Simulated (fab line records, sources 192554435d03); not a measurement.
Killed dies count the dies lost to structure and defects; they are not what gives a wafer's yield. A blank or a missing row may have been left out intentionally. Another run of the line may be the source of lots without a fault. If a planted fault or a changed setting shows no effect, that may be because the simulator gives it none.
Comparing a struck lot with a sound one	flow n5 finfet	36 steps out of a route of 1938
Sound: these wafers, L521.2, L521.5, L521.6. Struck: wafers L534.3, L534.5 (left out: L534.2, a lot-mate that was not struck); the cause follows at the end.
For every step that has rows: the tool of each side, followed by ch and its chambers, followed by its first start. Under that, the readings that differ: sound wafers	struck wafers	difference of the means	sigmas: that difference in standard deviations of wafers without a fault.
alike: readings with means less than 2 such deviations apart, plus words and numbers identical on both sides. not compared: withheld readings, readings lacking a value on some wafer, bounds such as >300 that could conceal the same value, and numbers that have no deviation in the record and whose values overlap.
The two part at a step that has a row with sigmas, a row that says differs or no value, or rows on one side only. Numbers that have no deviation but don't overlap get no sigmas and don't part them. A reading missing from all wafers of one side parts the sides only when that side holds two or more wafers.

first, 9 steps without rows for these wafers: N5_MOL_CONTACT_COAG_DESCUM_13 (chemistry O2, time 7 s); N5_MOL_CONTACT_COAG_ETCH_59 (etches underlayer in N2/H2, target depth 13 nm, time 10.4 s); N5_MOL_CONTACT_COAG_ETCH_105 (etches SiARC in CF4, target depth 15.6 nm, time 26 s); N5_MOL_CONTACT_COAG_ETCH_106 (etches SOC in N2/H2, target depth 80 nm, overetch 16 nm, time 120 s); N5_MOL_CONTACT_COAG_STRIP_107 (strips in N2/H2); N5_MOL_CONTACT_COAG_STRIP_108 (strips in N2/H2); N5_MOL_CONTACT_COAG_CONTACT_ETCH_14 (etches SiO2 in C4F6/O2, target depth 27.5 nm, overetch 8.5 nm, time 20 s); N5_MOL_CONTACT_COAG_STRIP_109 (strips in C4F6/O2); N5_MOL_CONTACT_COAG_ETCH_15 (etches SiNx in CH3F/O2, stops on Si:P, target depth 7 nm).
N5_MOL_CONTACT_COAG_ETCH_110: etches Si in CF4/O2, target depth 2.5 nm, time 8 s.
  sound on rie diel-02 ch 0,2, day 6 05:19; struck on rie diel-04 ch 1,2, day 9 09:48
reading	sound	struck	difference	sigmas
model.SiGe-B_of_SD_EPI_P_EPI_21.thk nm (nm)	57.4 57.8 56.8	58.6 58.6	+1.3	
model.etch.depth nm (nm)	2.527 2.511 2.482	1.532 1.596	-0.943	
  alike: chamber pressure mTorr, drypump motor current A, mfc ar sccm, oes product au, rf vpp V, showerhead plenum p Torr, throttle valve pct
  not compared: rf hours counter h, model.SOC_of_MOL_CONTACT_COAG_COAT_103.thk nm
then, 25 steps without rows for these wafers: N5_MOL_CONTACT_COAG_STRIP_98 (strips in N2/H2); N5_MOL_CONTACT_COAG_IMPLANT_129; N5_MOL_CONTACT_COAG_PRECLEAN_111 (cleans in NF3:NH3, afs cycles 1, time 20 s, sublimation time 60 s); N5_MOL_CONTACT_COAG_TI_SIL_19 (material Ti, target thk 4.2 nm, time 15 s); N5_MOL_CONTACT_COAG_ALD_20 (deposits TiN, target thk 1.5 nm, pulse time 1 s, purge time 3 s); N5_MOL_CONTACT_COAG_SIL_ANNEAL_21 (time 60 s); N5_MOL_CONTACT_COAG_PRE_CLEAN_141 (time 60 s); N5_MOL_CONTACT_COAG_SPUTTER_143 (material Co, target thk 2.5 nm); N5_MOL_CONTACT_COAG_CO_FILL_22 (material Co, precursor CCTBA/H2, target thk 20 nm); N5_MOL_CONTACT_COAG_ANNEAL_113 (time 300 s); N5_MOL_CONTACT_COAG_PRE_CLEAN_142 (time 60 s); N5_MOL_CONTACT_COAG_SPUTTER_130 (material Co, target thk 47.5 nm); N5_MOL_CONTACT_COAG_PRECLEAN_125 (cleans in DIW, time 57.5 s); N5_MOL_CONTACT_COAG_SRD_126 (dry time 32 s); N5_MOL_CONTACT_COAG_CMP_23 (polishes, stops on SiO2, t overpolish 1.5 s, target thk 0 nm); N5_MOL_CONTACT_COAG_WET_ETCH_26 (target Co, target depth 13 nm); N5_MOL_CONTACT_COAG_WET_ETCH_116 (etches the open film in SC1-inhibited, target depth 4.6 nm, rinse time 30 s); N5_MOL_CONTACT_COAG_ALD_27 (deposits SiOC, target thk 17 nm, pulse time 1.5 s, time 2720 s); N5_MOL_CONTACT_COAG_CMP_28 (polishes, stops on SiNx, t overpolish 0.85 s, target thk 14.522 nm); N5_MOL_CONTACT_COAG_ALD_123 (deposits SiNx, target thk 5 nm, pulse time 1 s, purge time 2 s); N5_MOL_CONTACT_COAG_PECVD_31 (deposits SiO2 from TEOS/O2, target thk 46 nm, time 8.9 s); N5_MOL_CONTACT_COAG_COAT_75 (time 60 s, resist thk 60 nm); N5_MOL_CONTACT_COAG_COAT_76 (time 60 s, resist thk 10 nm); N5_MOL_CONTACT_COAG_COAT_77 (time 60 s, resist thk 10 nm); N5_MOL_CONTACT_COAG_COAT_78 (resist thk 40 nm).
-- the record jumps here: 3 days lie between the struck wafers' starts before and after (it left off in module MOL_CONTACT_COAG and takes up again in module BEOL_M4, whose first step shown is number 1111 of the route) --
N5_BEOL_M4_RC_MEAS_101:
  sound on prober-01 ch 0, day 9 13:05; struck on prober-02 ch 0, day 12 10:14
reading	sound	struck	difference	sigmas
DIBL_N (mV/V)	36.7 37.9 37.3	33.8 34.7	-3.0	-2
DIBL_P (mV/V)	37.9 40.2 39.3	34.3 36.1	-3.9	-2
RC_DENSE_N (ohm.um)	18.8 19.2 19.2	19.9 20.0	+0.9	+3
RC_DENSE_P (ohm.um)	23.6 23.5 23.8	24.6 24.6	+1.0	+2
RC_N (ohm.um)	15.45 15.72 15.60	16.21 16.28	+0.66	+3
SS_N (mV/dec)	72.4 71.8 72.2	70.4 71.0	-1.4	-3
  alike: IOFF_N, IOFF_P, ION_N, ION_P, SS_P, VT_N, VT_P

WHERE THEY PART
Only at N5_BEOL_M4_RC_MEAS_101, as far as this record shows.

WHY: the cause the simulator had injected
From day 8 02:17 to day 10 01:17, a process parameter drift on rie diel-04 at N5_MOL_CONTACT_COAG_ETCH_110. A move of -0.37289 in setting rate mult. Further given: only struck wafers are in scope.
